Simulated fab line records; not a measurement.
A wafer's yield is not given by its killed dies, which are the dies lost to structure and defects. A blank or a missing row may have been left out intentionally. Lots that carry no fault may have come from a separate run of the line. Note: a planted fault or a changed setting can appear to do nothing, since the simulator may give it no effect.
Split-lot study -- flow n5_finfet -- route with 1938 steps; 7 lots, 21 wafers read

## ABOUT THE SPLIT
At N5_BEOL_M4_DESCUM_16 (chemistry O2, time 7 s), the setting time_s was moved away from the recipe's 7 s on 6 of the 21 wafers read, by -20.3% to +15.0%. The other wafers ran this setting at the recipe's value.

There is no step in the file separating the split from the reading.

## THE READING
CAR-EUV_of_BEOL_M4_COAT_05.thk_nm (the simulator's own value, which no gauge read), in nm, at N5_BEOL_M4_ETCH_74 (etches underlayer in N2/H2, target depth 6.5 nm, time 5.2 s). The file gives no usual value for it. Average 20.3 nm, standard deviation 0.14 nm, over the 15 wafers here run with the recipe.

wafer,"tool, chamber at the split","time_s as run, s",against the recipe,"CAR-EUV_of_BEOL_M4_COAT_05.thk_nm, nm",against lot-mates on the recipe
L075.3,"rie_diel-01, 1,2",7,recipe,20.4,-
L075.4,"rie_diel-01, 0",8.053,+15.0%,19.8,-0.5
L075.5,"rie_diel-01, 1,2",7,recipe,20.2,-
L077.2,"rie_diel-01, 2",7,recipe,20.2,-
L077.3,"rie_diel-01, 0,1",7.767,+11.0%,20,-0.2
L077.5,"rie_diel-01, 0,1",7.767,+11.0%,20,-0.2
L081.1,"rie_diel-05, 0",7,recipe,20.2,-
L081.2,"rie_diel-05, 2,3",7,recipe,20,-
L081.3,"rie_diel-05, 2,3",7,recipe,20,-
L082.1,"rie_diel-03, 1,3",7,recipe,20.2,-
L082.4,"rie_diel-03, 1,3",7,recipe,20.4,-
L082.5,"rie_diel-03, 2",7,recipe,20.4,-
L084.4,"rie_diel-03, 3",5.579,-20.3%,21,+0.8
L084.6,"rie_diel-03, 0",5.579,-20.3%,21,+0.8
L084.5,"rie_diel-03, 1",7,recipe,20.2,-
L090.1,"rie_diel-03, 3,2,1",7,recipe,20.2,-
L090.3,"rie_diel-03, 3,2,1",7,recipe,20.4,-
L090.4,"rie_diel-03, 3,2,1",7,recipe,20.4,-
L093.2,"rie_diel-01, 2",6.182,-11.7%,20.8,+0.4
L093.4,"rie_diel-01, 3",7,recipe,20.4,-
L093.5,"rie_diel-01, 1",7,recipe,20.4,-
If several chambers appear in one row, that row covers several wafers at once and the file leaves open which wafer was in which chamber.

FIT RESULTS
A straight line over all 21 wafers: CAR-EUV_of_BEOL_M4_COAT_05.thk_nm changes by -0.034 nm for each +1% of time_s; r = -0.91; the points scatter about the line by 0.13 nm.
The same after taking each lot's own level away (the mean of its wafers on the recipe; 21 wafers): -0.0341 nm for each +1%; r = -0.95; scatter 0.094 nm.
Per that fit: largest time_s move, reading shift of 0.69 nm.
Across the lots, their own levels run from 20.07 to 20.40 nm, a range of 2.4 times the standard deviation given above.
The two slopes are in agreement: the lot-to-lot level therefore moves the slope only a little.
Check: +0.682 nm against its lot-mates is what the line predicts for one of the wafers moved furthest among these (-20.3%) when that wafer is left out of the fit. It came out at +0.8 nm against them.

## THE OTHER SPLITS THESE WAFERS WENT THROUGH
Note: prior to the reading, these wafers also went through further splits. Each is held against what the fit with the lots' levels taken away leaves over:
other split on the same wafers,wafers away from the commonest value,r with CAR-EUV_of_BEOL_M4_COAT_05.thk_nm (lot level and that fit taken away)
N5_BEOL_M2_COAT_22 spin_rpm,7,+0.36
N5_BEOL_M3_EXPOSE_25 dose_mj,6,+0.02
N5_BEOL_M3_ETCH_70 source_w,7,+0.00

## THE WHOLE CHAIN: every reading that the file lists as answering this split, in the file's order
step,what it does,reading,change (the file's fit),r (the file's)
N5_BEOL_M4_DESCUM_16,"chemistry O2, time 7 s","CAR-EUV_of_BEOL_M4_COAT_05.thk_nm (the simulator's own value, which no gauge read)",-0.0349 nm for each +1% of the setting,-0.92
N5_BEOL_M4_ETCH_74,"etches underlayer in N2/H2, target depth 6.5 nm, time 5.2 s","CAR-EUV_of_BEOL_M4_COAT_05.thk_nm (the simulator's own value, which no gauge read)",-0.0342 nm for each +1% of the setting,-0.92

## FILE'S OWN FIT
CAR-EUV_of_BEOL_M4_COAT_05.thk_nm changes by -0.0342 nm for each +1% of time_s, r = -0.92.
